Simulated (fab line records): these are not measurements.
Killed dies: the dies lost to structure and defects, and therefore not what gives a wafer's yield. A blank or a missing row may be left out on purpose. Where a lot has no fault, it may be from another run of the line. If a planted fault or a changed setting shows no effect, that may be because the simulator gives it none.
Matching of chambers || flow n5Finfet || 3 sister chambers for N5_BEOL_M7_DEP_56 on pecvd-04
The step deposits SiCN from 3MS/NH3, target thk 10 nm, time 17.5 s. 18 wafers are shown with their chamber, then 9 later ones without.

## EACH WAFER AND ITS CHAMBER
{"wafer": "L077.1", "chamber": 1, "throttleValvePct (%)": 9.6, "rfFwdPowerW (W)": 199.6, "showerheadPlenumPTorr (Torr)": 3.656}
{"wafer": "L077.2", "chamber": 0, "throttleValvePct (%)": 9.9, "rfFwdPowerW (W)": 198.4, "showerheadPlenumPTorr (Torr)": 3.681}
{"wafer": "L077.5", "chamber": 0, "throttleValvePct (%)": 9.7, "rfFwdPowerW (W)": 198.4, "showerheadPlenumPTorr (Torr)": 3.674}
{"wafer": "L078.1", "chamber": 0, "throttleValvePct (%)": 9.6, "rfFwdPowerW (W)": 198.4, "showerheadPlenumPTorr (Torr)": 3.676}
{"wafer": "L078.3", "chamber": 2, "throttleValvePct (%)": 8.4, "rfFwdPowerW (W)": 200.0, "showerheadPlenumPTorr (Torr)": 3.669}
{"wafer": "L078.5", "chamber": 1, "throttleValvePct (%)": 9.6, "rfFwdPowerW (W)": 200.1, "showerheadPlenumPTorr (Torr)": 3.663}
{"wafer": "L079.2", "chamber": 0, "throttleValvePct (%)": 9.5, "rfFwdPowerW (W)": 197.8, "showerheadPlenumPTorr (Torr)": 3.667}
{"wafer": "L079.4", "chamber": 1, "throttleValvePct (%)": 9.6, "rfFwdPowerW (W)": 200.9, "showerheadPlenumPTorr (Torr)": 3.663}
{"wafer": "L079.5", "chamber": 0, "throttleValvePct (%)": 9.5, "rfFwdPowerW (W)": 198.4, "showerheadPlenumPTorr (Torr)": 3.678}
{"wafer": "L085.2", "chamber": 2, "throttleValvePct (%)": 8.4, "rfFwdPowerW (W)": 199.5, "showerheadPlenumPTorr (Torr)": 3.661}
{"wafer": "L085.4", "chamber": 0, "throttleValvePct (%)": 9.7, "rfFwdPowerW (W)": 199.3, "showerheadPlenumPTorr (Torr)": 3.673}
{"wafer": "L085.5", "chamber": 2, "throttleValvePct (%)": 8.4, "rfFwdPowerW (W)": 200.6, "showerheadPlenumPTorr (Torr)": 3.664}
{"wafer": "L088.1", "chamber": 1, "throttleValvePct (%)": 9.6, "rfFwdPowerW (W)": 200.5, "showerheadPlenumPTorr (Torr)": 3.654}
{"wafer": "L088.4", "chamber": 2, "throttleValvePct (%)": 8.6, "rfFwdPowerW (W)": 200.8, "showerheadPlenumPTorr (Torr)": 3.673}
{"wafer": "L088.5", "chamber": 1, "throttleValvePct (%)": 9.6, "rfFwdPowerW (W)": 200.8, "showerheadPlenumPTorr (Torr)": 3.660}
{"wafer": "L091.1", "chamber": 0, "throttleValvePct (%)": 9.7, "rfFwdPowerW (W)": 199.1, "showerheadPlenumPTorr (Torr)": 3.672}
{"wafer": "L091.2", "chamber": 1, "throttleValvePct (%)": 9.5, "rfFwdPowerW (W)": 199.7, "showerheadPlenumPTorr (Torr)": 3.663}
{"wafer": "L091.6", "chamber": 2, "throttleValvePct (%)": 8.6, "rfFwdPowerW (W)": 200.6, "showerheadPlenumPTorr (Torr)": 3.666}

SIGNATURES, as means of the wafers listed above
{"reading": "throttleValvePct", "chamber 0": 9.657, "chamber 1": 9.583, "chamber 2": 8.480, "scatter within a chamber": 0.108}
{"reading": "rfFwdPowerW", "chamber 0": 198.543, "chamber 1": 200.267, "chamber 2": 200.300, "scatter within a chamber": 0.53}
{"reading": "showerheadPlenumPTorr", "chamber 0": 3.67443, "chamber 1": 3.65983, "chamber 2": 3.66660, "scatter within a chamber": 0.00436}
Rule: a wafer lies at a distance from a chamber equal to the root of the sum of squares, over the readings, of (its reading less the chamber's mean, divided by the reading's scatter). If the next closest chamber is less than 2 further off than the closest, the wafer can't be placed; otherwise it belongs to the closest. The scatter: the root of (the sum of the squares of (reading less its chamber's mean) over the shown wafers, divided by (wafers less chambers)).

## WAFERS WITH NO CHAMBER GIVEN
{"wafer": "L092.1", "throttleValvePct (%)": 9.6, "rfFwdPowerW (W)": 199.6, "showerheadPlenumPTorr (Torr)": 3.658}
{"wafer": "L092.2", "throttleValvePct (%)": 8.5, "rfFwdPowerW (W)": 199.4, "showerheadPlenumPTorr (Torr)": 3.662}
{"wafer": "L092.3", "throttleValvePct (%)": 9.5, "rfFwdPowerW (W)": 199.6, "showerheadPlenumPTorr (Torr)": 3.670}
{"wafer": "L095.1", "throttleValvePct (%)": 9.7, "rfFwdPowerW (W)": 197.8, "showerheadPlenumPTorr (Torr)": 3.667}
{"wafer": "L095.4", "throttleValvePct (%)": 9.7, "rfFwdPowerW (W)": 198.1, "showerheadPlenumPTorr (Torr)": 3.674}
{"wafer": "L095.5", "throttleValvePct (%)": 8.6, "rfFwdPowerW (W)": 200.8, "showerheadPlenumPTorr (Torr)": 3.666}
{"wafer": "L094.1", "throttleValvePct (%)": 9.8, "rfFwdPowerW (W)": 200.3, "showerheadPlenumPTorr (Torr)": 3.653}
{"wafer": "L094.4", "throttleValvePct (%)": 9.8, "rfFwdPowerW (W)": 198.7, "showerheadPlenumPTorr (Torr)": 3.670}
{"wafer": "L094.6", "throttleValvePct (%)": 9.7, "rfFwdPowerW (W)": 199.9, "showerheadPlenumPTorr (Torr)": 3.660}

## CHAMBER TAKEN BY EACH
{"wafer": "L092.1", "from the rows above": 1, "in truth": 1}
{"wafer": "L092.2", "from the rows above": 2, "in truth": 2}
{"wafer": "L092.3", "from the rows above": "can't be placed: 0 or 1", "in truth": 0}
{"wafer": "L095.1", "from the rows above": 0, "in truth": 0}
{"wafer": "L095.4", "from the rows above": 0, "in truth": 0}
{"wafer": "L095.5", "from the rows above": 2, "in truth": 2}
{"wafer": "L094.1", "from the rows above": 1, "in truth": 1}
{"wafer": "L094.4", "from the rows above": 0, "in truth": 0}
{"wafer": "L094.6", "from the rows above": 1, "in truth": 1}
8 of 9 placed correctly. Unplaceable from these rows: 1, with the true chamber sitting among the candidates in 1. Wrongly placed: 0.
